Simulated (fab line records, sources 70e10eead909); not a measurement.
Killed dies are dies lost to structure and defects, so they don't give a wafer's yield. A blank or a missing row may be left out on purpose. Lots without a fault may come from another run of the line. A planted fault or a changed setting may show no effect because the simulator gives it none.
fab line records | flow nand_harc
record lots=13 wafers=39 last_day=33
route steps=1302 shown A_CONTACT@1050 THIN_TSV@1246 END@1302
lots that met no fault: from a run of the same line without faults
start_h: hours from the record's first day to the start of the lot's first wafer shown | wait_h: hours since the lot's step before | " the same as in the row above | L1.1+2: a row that stands for several wafers | - no value, or no start given | * or withheld: withheld | < > ~ a bound
route shown NAME@n: a module of which the file shows steps, and the number in the route of the first | usual: mean/standard deviation of fault-free wafers | same: alike in all rows | chamber/n: place in a boat | sites: the reading at each site | _std_site: their standard deviation | _edge_site: outer sites' mean less inner sites' | radius_mm: how far each site lies from the wafer's centre | mask NAME#n: copy n | behind: the tool/chamber that last shaped the wafer | hold: why the lot was held/for how many hours/how that ended | device: the transistor (n, p or np) that didn't switch | end of line: the same wafers' tests at the end of the route | a step without rows: its recipe alone | killed: dies lost to structure and defects at the first sort, not the wafer's yield | map: a wafer's dies, x killed, . not, _ none there
set.NAME: the setting as run; set.NAME@STEP: as run at that earlier step | model.NAME: the simulator's own value behind a step, which no gauge read
steps of the route over a sample of lots; a table a step, a row a wafer
services: from which hour (start_h, from the record's first day; less than 0 if before it) a tool's chamber was out of use, for how many hours, and why
## steps
# step NHARC_A_CONTACT_ETCH_127
# recipe source_w=withheld pressure_mtorr=20 bias_v=3000 time_s=197 target_depth_a=19180 ar_flow_sccm=withheld c4f8_flow_sccm=withheld o2_flow_sccm=withheld chemistry=C4F8/O2/Ar
# usual oes_air_line_au=0.997/0.019
# columns lot.wafer tool chamber start_h wait_h oes_air_line_au rf_hours_counter_h
L295.2 har_cap_etch-01 1 521.16 0.2 1.016 0
L295.4 " 1 " " 1.004 -
L295.5 " 0 " " 0.992 -
L297.1 har_cap_etch-02 0 534.14 0.1 1.010 90
L297.4 " 0 " " 1.002 -
L297.6 " 0 " " 1.003 -
L299.4 har_cap_etch-03 0 534.73 0.2 0.971 -
L299.6 " 1 " " 0.981 -
L299.5 " 0 " " 0.978 -
L298.1 har_cap_etch-01 0 540.80 0.1 0.965 5
L298.3 " 1 " " 0.995 -
L298.5 " 1 " " 1.023 -
L300.2 har_cap_etch-03 0 567.32 0.1 1.014 54
L300.4 " 1 " " 1.008 -
L300.5 " 0 " " 0.993 -
L301.2 har_cap_etch-02 0 574.88 0.1 0.999 97
L301.4 " 0 " " 0.990 -
L301.5 " 1 " " 1.002 -
L304.3 har_cap_etch-03 0 622.34 0.1 0.995 -
L304.4 " 1 " " 0.996 -
L304.5 " 0 " " 1.005 -
L306.3 har_cap_etch-01 1 625.46 0.1 1.003 -
L306.6 " 1 " " 1.007 -
L306.5 " 0 " " 1.021 -
L303.2 har_cap_etch-01 1 634.13 0.1 1.026 20
L303.3 " 0 " " 1.016 -
L303.4 " 1 " " 1.005 -
L307.2 har_cap_etch-03 0 641.79 0.1 1.013 67
L307.4 " 1 " " 0.980 -
L307.6 " 1 " " 1.010 -
L308.2 har_cap_etch-03 1 648.70 0.1 0.973 69
L308.3 " 0 " " 1.026 -
L308.4 " 1 " " 1.010 -
L314.2 har_cap_etch-03 1 707.03 0.1 0.974 81
L314.4 " 0 " " 1.029 -
L314.5 " 1 " " 0.997 -
L315.4 har_cap_etch-03 0 711.09 0.1 1.014 -
L315.6 " 0 " " 1.024 -
L315.5 " 1 " " 0.995 -
# step NHARC_THIN_TSV_THK_MEAS_02
# recipe thk_meas_gauge=ir
# usual thk_nm=2972/200
# columns lot.wafer tool chamber start_h wait_h thk_nm
L295.2 film_metro-01 - 564.50 - 2596
L295.4 " - " " 2557
L295.5 " - " " 2766
L299.4 film_metro-01 - 574.96 - 3054
L299.5 " - " " 2696
L299.6 " - " " 2749
L297.1 film_metro-01 - 576.14 - 2746
L297.4 " - " " 2715
L297.6 " - " " 3018
L298.1 film_metro-01 - 582.61 0.2 2940
L298.3 " - " " 2945
L298.5 " - " " 2709
L300.2 film_metro-01 - 607.39 - 2694
L300.4 " - " " 2522
L300.5 " - " " 2728
L301.2 film_metro-01 - 613.44 0.2 3474
L301.4 " - " " 3024
L301.5 " - " " 3284
L304.3 film_metro-01 - 671.62 - 2818
L304.4 " - " " 3159
L304.5 " - " " 2978
L306.3 film_metro-02 - 672.82 - 2984
L306.5 " - " " 3106
L306.6 " - " " 2879
L303.2 film_metro-01 - 674.01 - 3049
L303.3 " - " " 3275
L303.4 " - " " 3162
L307.2 film_metro-01 - 683.61 0.2 2834
L307.4 " - " " 2780
L307.6 " - " " 3057
L308.2 film_metro-02 - 690.73 - 3223
L308.3 " - " " 2839
L308.4 " - " " 3348
L314.2 film_metro-02 - 746.67 - 3256
L314.4 " - " " 3439
L314.5 " - " " 3019
L315.4 film_metro-02 - 756.29 - 3395
L315.5 " - " " 3181
L315.6 " - " " 2899
# step NHARC_THIN_TSV_DESCUM_14
# recipe time_s=3 o2_flow_sccm=200 ar_flow_sccm=0 bias_power_w=0 chemistry=O2
# usual drypump_motor_current_A=5.4/0.45 oes_product_au=0.999/0.0088 rf_vpp_V=57.6/1 showerhead_plenum_p_Torr=1.86/0.092 throttle_valve_pct=11.312/0.0084
# columns lot.wafer tool chamber start_h wait_h drypump_motor_current_A oes_product_au rf_hours_counter_h rf_vpp_V showerhead_plenum_p_Torr throttle_valve_pct
L295.4 rie_diel-07 0 565.70 - 5.3 0.990 4.7 56.1 1.77 11.310
L295.2 " 1 " " 4.9 1.007 4.5 57.1 1.81 11.301
L295.5 " 0 " " 5.3 0.994 - 56.8 1.77 11.327
L299.4 rie_diel-09 2 576.08 - 6.4 1.012 3.4 55.5 1.81 11.292
L299.6 " 1 " " 6.0 1.011 - 57.9 1.89 11.307
L299.5 " 2 " " 6.4 0.997 - 60.4 1.81 11.315
L297.1 rie_diel-12 0 577.23 - 4.8 1.001 5.3 57.9 1.79 11.308
L297.4 " 1 " " 5.4 1.000 5.1 59.8 1.94 11.326
L297.6 " 0 " " 4.8 1.003 - 56.1 1.79 11.318
L298.3 rie_diel-07 1 583.70 - 4.9 0.992 5.8 58.5 1.81 11.296
L298.1 " 2 " " 5.2 1.003 5.8 57.7 1.79 11.324
L298.5 " 1 " " 4.9 1.002 - 56.9 1.81 11.312
L300.4 rie_diel-07 0 608.49 - 5.3 0.998 6.8 57.9 1.77 11.308
L300.2 " 3 " " 5.6 1.004 7.2 57.8 1.81 11.304
L300.5 " 1 " " 4.9 1.002 - 59.6 1.81 11.318
L301.2 rie_diel-09 1 614.54 - 6.0 1.004 4.3 57.6 1.89 11.321
L301.4 " 0 " " 5.6 0.986 3.4 58.8 2.05 11.312
L301.5 " 2 " " 6.4 0.989 - 57.5 1.81 11.314
L304.3 rie_diel-07 2 672.78 - 5.2 0.993 1.3 57.2 1.79 11.321
L304.5 " 2 " " 5.2 1.006 - 55.6 1.79 11.325
L304.4 " 0 " " 5.3 0.996 - 57.7 1.77 11.306
L306.3 rie_diel-12 2 674.17 - 5.8 1.009 1.5 58.8 1.98 11.316
L306.5 " 1 " " 5.4 0.998 - 57.3 1.94 11.310
L306.6 " 2 " " 5.8 0.992 - 57.0 1.97 11.329
L303.3 rie_diel-12 3 675.23 - 6.1 0.994 1.7 57.7 2.04 11.309
L303.2 " 0 " " 4.8 0.988 2.1 58.7 1.79 11.317
L303.4 " 1 " " 5.4 1.003 2.2 58.6 1.94 11.312
L307.4 rie_diel-12 0 684.83 - 4.8 0.985 3.1 58.5 1.79 11.322
L307.2 " 2 " " 5.8 0.989 2.8 56.6 1.97 11.328
L307.6 " 1 " " 5.4 0.995 - 58.3 1.94 11.316
L308.2 rie_diel-07 2 691.94 - 5.3 1.002 3.1 56.7 1.79 11.317
L308.3 " 0 " " 5.3 0.990 3.3 56.6 1.77 11.326
L308.4 " 1 " " 4.9 1.008 - 56.3 1.81 11.319
L314.4 rie_diel-12 0 747.77 - 4.8 0.986 6.3 59.4 1.79 11.316
L314.2 " 1 " " 5.4 1.006 6.4 59.1 1.93 11.311
L314.5 " 3 " " 6.1 1.007 - 56.9 2.04 11.316
L315.4 rie_diel-12 3 757.50 - 6.1 0.997 6.3 58.3 2.04 11.316
L315.6 " 2 " " 5.8 0.990 - 57.6 1.97 11.308
L315.5 " 3 " " 6.1 1.003 - 60.1 2.04 11.320
# step NHARC_THIN_TSV_CMP_21
# recipe t_overpolish_s=30 target_thk_nm=2000
# usual motor_current_A=13.0/1.2 overpolish_run_s=30.001/0.0084
# columns lot.wafer tool chamber start_h wait_h motor_current_A overpolish_run_s
L295.4 cmp-01 0 569.83 - 12.3 30.003
L295.2 " 2 " " 13.1 30.002
L295.5 " 0 " " 13.6 30.010
L299.4 cmp-02 1 580.35 - 14.3 30.006
L299.5 " 2 " " 12.6 30.000
L299.6 " 3 " " 12.7 29.992
L297.1 cmp-03 3 581.61 - 15.3 29.995
L297.4 " 0 " " 12.4 29.997
L297.6 " 2 " " 11.1 30.006
L298.3 cmp-02 1 587.86 - 14.5 29.994
L298.1 " 2 " " 12.2 30.000
L298.5 " 1 " " 14.3 30.000
L300.2 cmp-01 2 612.78 - 13.0 29.994
L300.4 " 0 " " 12.5 30.010
L300.5 " 2 " " 12.2 29.990
L301.4 cmp-02 2 618.77 - 12.7 29.996
L301.2 " 3 " " 12.5 30.012
L301.5 " 1 " " 13.3 30.007
L304.4 cmp-03 3 677.41 - 15.2 30.002
L304.3 " 1 " " 13.6 30.009
L304.5 " 0 " " 10.7 29.998
L306.3 cmp-03 3 678.77 - 15.2 30.008
L306.5 " 0 " " 12.0 30.004
L306.6 " 1 " " 12.6 30.012
L303.2 cmp-01 0 679.74 - 13.1 29.980
L303.4 " 1 " " 12.6 29.993
L303.3 " 3 " " 13.7 30.002
L307.2 cmp-01 1 689.08 - 13.4 30.002
L307.4 " 2 " " 12.8 30.000
L307.6 " 3 " " 13.7 30.001
L308.4 cmp-03 1 696.23 - 12.4 30.004
L308.2 " 3 " " 14.2 30.003
L308.3 " 0 " " 11.5 29.987
L314.2 cmp-03 1 751.93 - 13.1 30.003
L314.4 " 3 " " 14.1 29.983
L314.5 " 1 " " 13.3 29.992
L315.4 cmp-01 0 761.73 - 13.3 30.016
L315.6 " 1 " " 12.1 30.009
L315.5 " 2 " " 12.1 29.991
# step NHARC_END_SORT_01
# recipe temp_c=25
# usual killed_at_array=51/17 killed_at_other=1.0/1.2 killed_at_periphery=3.4/2.5 killed_dies=56/17 killed_open=3.3/2.1 killed_short=2.6/1.6
# same gross_dies=677
# columns lot.wafer tool chamber start_h wait_h killed_at_array killed_at_other killed_at_periphery killed_dies killed_open killed_short
L306.3 prober-01 0 690.57 3.1 85 1 1 87 2 3
L306.5 prober-01 0 692.17 3.7 68 0 3 71 6 1
L306.6 prober-01 0 692.98 4.0 74 0 1 75 4 1
L314.2 prober-01 0 770.02 2.8 40 2 4 46 4 1
L314.4 prober-01 0 771.62 3.4 132 1 3 136 1 3
L314.5 prober-01 0 772.43 3.7 39 0 2 41 0 2
L315.4 prober-01 0 779.38 3.4 164 3 3 170 4 3
L315.5 prober-01 0 780.17 3.7 56 2 3 61 5 1
L315.6 prober-01 0 780.97 4.0 153 3 2 158 2 0
# killed by level:class
L306.3 A_CHANNEL_HOLE_D1:chamber_film_flake=36 A_SLIT:chamber_film_flake=26 A_CHANNEL_HOLE_D2:chamber_film_flake=11 A_CHANNEL_FILL_D2:chamber_film_flake=3 A_CONTACT:chamber_film_flake=3 A_ZERO_WELL:chamber_film_flake=2 P_M0:geometric_particle:open=1 A_CHANNEL_HOLE_D2:geometric_particle:short=1
L306.5 A_SLIT:chamber_film_flake=33 A_CHANNEL_HOLE_D2:chamber_film_flake=14 A_CHANNEL_HOLE_D1:chamber_film_flake=11 A_CONTACT:chamber_film_flake=3 P_CONTACT:geometric_particle:open=1 P_M0:geometric_particle:open=1 A_CHANNEL_FILL_D1:geometric_particle:open=1 A_ONON_D2:geometric_particle:open=1
L306.6 A_CHANNEL_HOLE_D1:chamber_film_flake=33 A_SLIT:chamber_film_flake=29 A_CHANNEL_HOLE_D2:chamber_film_flake=7 P_CONTACT:geometric_particle:open=1 A_CHANNEL_FILL_D2:geometric_particle:short=1 A_CHANNEL_FILL_D2:geometric_particle:open=1 A_CONTACT:geometric_particle:open=1 A_M1:geometric_particle:open=1
L314.2 A_CHANNEL_HOLE_D1:chamber_film_flake=14 A_SLIT:chamber_film_flake=9 A_CONTACT:chamber_film_flake=4 A_BONDPAD:chamber_film_flake=3 A_CHANNEL_HOLE_D2:chamber_film_flake=2 A_STAIRCASE:chamber_film_flake=2 A_WL_FILL:chamber_film_flake=2 THIN_TSV:chamber_film_flake=2
L314.4 A_CONTACT:unspecified=103 A_CHANNEL_HOLE_D1:chamber_film_flake=12 A_BONDPAD:chamber_film_flake=7 A_SLIT:chamber_film_flake=4 A_CONTACT:chamber_film_flake=2 A_STAIRCASE:chamber_film_flake=2 P_STI:geometric_particle:open=1 A_ONON_D1:geometric_particle:short=1
L314.5 A_CHANNEL_HOLE_D1:chamber_film_flake=11 A_SLIT:chamber_film_flake=8 A_BONDPAD:chamber_film_flake=7 A_CONTACT:chamber_film_flake=6 A_STAIRCASE:chamber_film_flake=4 A_ONON_D2:geometric_particle:short=1 A_SGD_CUT:geometric_particle:short=1 P_ZERO_WELL:chamber_film_flake=1
L315.4 A_CONTACT:unspecified=106 A_CHANNEL_HOLE_D2:chamber_film_flake=24 A_CHANNEL_HOLE_D1:chamber_film_flake=11 A_STAIRCASE:chamber_film_flake=5 A_SLIT:chamber_film_flake=3 THIN_TSV:chamber_film_flake=3 A_WL_FILL:geometric_particle:short=2 A_SGD_CUT:chamber_film_flake=2
L315.5 A_CHANNEL_HOLE_D2:chamber_film_flake=24 A_CHANNEL_HOLE_D1:chamber_film_flake=13 A_STAIRCASE:chamber_film_flake=6 A_BONDPAD:chamber_film_flake=4 THIN_TSV:chamber_film_flake=2 A_SGD_CUT:chamber_film_flake=2 A_CONTACT:chamber_film_flake=2 P_GATE:geometric_particle:open=1
L315.6 A_CONTACT:unspecified=103 A_CHANNEL_HOLE_D2:chamber_film_flake=21 A_CHANNEL_HOLE_D1:chamber_film_flake=14 A_STAIRCASE:chamber_film_flake=4 A_DECK1_JOINT:chamber_film_flake=3 A_SLIT:chamber_film_flake=3 THIN_TSV:chamber_film_flake=3 A_SGD_CUT:chamber_film_flake=2
## services
# columns tool chamber start_h hours kind
rie_diel-12 3 517.34 1.6 repair
cmp-02 - 528.66 4.0 pm
rie_diel-12 2 532.78 17.9 repair
cmp-03 - 539.64 15.4 repair
cmp-02 - 558.11 0.5 repair
cmp-02 - 561.12 0.3 repair
rie_diel-12 1 564.88 5.5 repair
cmp-03 - 566.86 1.9 repair
cmp-01 - 574.23 0.4 repair
cmp-01 - 577.62 4.0 pm
cmp-03 - 579.82 0.6 repair
cmp-02 - 590.27 3.7 repair
cmp-02 - 604.23 1.3 repair
cmp-03 - 616.14 2.6 repair
rie_diel-12 - 622.40 9.0 pm
cmp-01 - 635.76 1.3 repair
rie_diel-07 - 648.28 9.0 pm
cmp-03 - 652.63 4.6 repair
rie_diel-07 3 663.46 70.0 repair
cmp-03 - 667.32 0.9 repair
cmp-01 - 675.62 4.0 pm
cmp-01 - 701.20 0.8 repair
cmp-01 - 752.84 2.8 repair
cmp-03 - 755.19 4.0 pm
## key
first_sign step=NHARC_END_SORT_01 reading=killed_at_array direction=up sigmas=5.8 usual=51 struck=150
effect step=NHARC_END_SORT_01 reading=killed_dies direction=up sigmas=5.7 usual=56 struck=155
more_kills_born_at NHARC_A_CONTACT_ETCH_127@har_cap_etch-03=308
met_at NHARC_A_CONTACT_ETCH_127
struck_lots L314,L315
struck_wafers L314.4,L315.4,L315.6
tester_left_out L314,L315
not_acting_at NHARC_THIN_TSV_THK_MEAS_02,NHARC_THIN_TSV_DESCUM_14,NHARC_THIN_TSV_CMP_21
onset_between 648.70 707.03
fault kind=chamber_particle_source tool=har_cap_etch-03 chamber=0 onset_h=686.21 steps=NHARC_A_CONTACT_ETCH_127 rate_per_visit_cm2=1.8926 end_h=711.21
# tester_left_out: of these lots the tester's yield and bins aren't shown, on N5 and GAA mostly nor the transistor test; their killed dies are dies lost to structure and defects alone, not to doping, threshold or leakage, so they don't give the yield
